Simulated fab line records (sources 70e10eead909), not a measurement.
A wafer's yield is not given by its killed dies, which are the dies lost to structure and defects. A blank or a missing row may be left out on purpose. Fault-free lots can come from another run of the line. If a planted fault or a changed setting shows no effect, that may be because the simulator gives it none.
Matching of chambers    flow nand-harc    pecvd-02 running NHARC_A_STAIRCASE_DEP_156: 3 sister chambers
The step deposits SiNx, target thk 50 nm. 6 wafers are shown with their chamber, then 10 later ones without.

== WAFERS WITH THEIR CHAMBER ==
wafer   chamber  heater-power-w (W)
L084.6  2        666
L085.1  1        728
L085.2  0        751
L085.6  2        650
L088.1  1        744
L088.2  0        810

== WAFERS WITHOUT THEIR CHAMBER ==
wafer   heater-power-w (W)
L088.3  684
L090.3  632
L090.4  808
L090.6  609
L093.3  727
L093.4  731
L093.5  802
L096.2  638
L096.3  750
L096.5  713

== THE CHAMBER EACH PASSED THROUGH ==
wafer    from the rows above            in truth
L088.3   can't be placed: 2 or 1        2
L090.3   2                              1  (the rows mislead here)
L090.4   can't be placed: 0 or 1        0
L090.6   2                              2
L093.3   can't be placed: 1 or 0        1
L093.4   can't be placed: 1 or 0        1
L093.5   can't be placed: 0 or 1        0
L096.2   2                              2
L096.3   can't be placed: 1 or 0        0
L096.5   can't be placed: 1 or 2 or 0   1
Correctly placed: 2 of 10. These rows do not allow placing 7 (true chamber among the candidates in 7). Wrongly placed: 1.
How it was worked out, from the rows above alone: a wafer's distance from a chamber is the root of the sum, over the readings, of the square of ((its reading less the chamber's mean) divided by the reading's scatter). If the next closest chamber is less than 2 further off than the closest, the wafer can't be placed; otherwise it belongs to the closest. A chamber's mean is the mean of its shown wafers. How the scatter is found: for the shown wafers, subtract from each reading the mean of its chamber, square and add these, divide the total by (wafers less chambers), then take the root.
